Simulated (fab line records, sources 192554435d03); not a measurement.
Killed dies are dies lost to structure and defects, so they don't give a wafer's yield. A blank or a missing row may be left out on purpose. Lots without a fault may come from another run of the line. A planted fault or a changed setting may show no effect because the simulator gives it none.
Chamber matching | flow n5_finfet | N5_BEOL_M2_VIA_ETCH_34 on rie_diel-03: 4 sister chambers
The step etches the open film in C4F6/O2, target depth 69.4 nm, time 65.9 s. 16 wafers are shown with their chamber, then 8 later ones without.

WAFERS WITH THEIR CHAMBER
wafer  | chamber | showerhead_plenum_p_Torr (Torr) | drypump_motor_current_A (A) | rf_vpp_V (V)
L077.2 | 1       | 2.91                            | 5.9                         | 664
L077.4 | 2       | 2.84                            | 5.1                         | 686
L077.5 | 3       | 3.00                            | 5.5                         | 690
L079.1 | 3       | 2.99                            | 5.4                         | 691
L079.2 | 1       | 2.91                            | 5.9                         | 664
L079.6 | 1       | 2.91                            | 5.9                         | 666
L080.2 | 2       | 2.83                            | 5.1                         | 686
L080.3 | 1       | 2.91                            | 5.9                         | 663
L080.4 | 0       | 2.69                            | 5.7                         | 648
L082.2 | 1       | 2.91                            | 5.9                         | 664
L082.3 | 3       | 2.99                            | 5.4                         | 690
L082.4 | 0       | 2.69                            | 5.7                         | 649
L081.2 | 0       | 2.68                            | 5.7                         | 647
L081.3 | 3       | 2.99                            | 5.4                         | 689
L081.5 | 1       | 2.91                            | 5.9                         | 663
L084.1 | 0       | 2.68                            | 5.7                         | 646

SIGNATURES (means of the wafers above)
reading                  | chamber 0 | chamber 1 | chamber 2 | chamber 3 | scatter within a chamber
showerhead_plenum_p_Torr | 2.6850    | 2.9100    | 2.8350    | 2.9925    | 0.00433
drypump_motor_current_A  | 5.700     | 5.900     | 5.100     | 5.425     | 0.025
rf_vpp_V                 | 647.50    | 664.00    | 686.00    | 690.00    | 1.04
Rule: a wafer's distance from a chamber is the root of the sum, over the readings, of the square of ((its reading less the chamber's mean) divided by the reading's scatter). The wafer belongs to the nearest chamber; if the next one is less than 2 further off, it can't be placed. The scatter: the root of (the sum of the squares of (reading less its chamber's mean) over the shown wafers, divided by (wafers less chambers)).

WAFERS WITHOUT THEIR CHAMBER
wafer  | showerhead_plenum_p_Torr (Torr) | drypump_motor_current_A (A) | rf_vpp_V (V)
L084.2 | 2.99                            | 5.4                         | 690
L084.4 | 2.91                            | 5.9                         | 663
L095.2 | 3.02                            | 5.7                         | 659
L095.5 | 2.89                            | 5.9                         | 664
L095.6 | 3.02                            | 5.7                         | 658
L094.3 | 2.81                            | 5.2                         | 686
L094.4 | 2.89                            | 5.9                         | 662
L094.5 | 3.01                            | 5.6                         | 659

WHICH CHAMBER EACH WENT THROUGH
wafer  | from the rows above | in truth
L084.2 | 3                   | 3
L084.4 | 1                   | 1
L095.2 | 1                   | 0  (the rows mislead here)
L095.5 | 1                   | 1
L095.6 | 1                   | 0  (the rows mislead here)
L094.3 | 2                   | 2
L094.4 | 1                   | 1
L094.5 | 1                   | 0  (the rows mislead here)
Placed correctly: 5 of 8. Can't be placed from these rows: 0. Placed wrongly: 3.
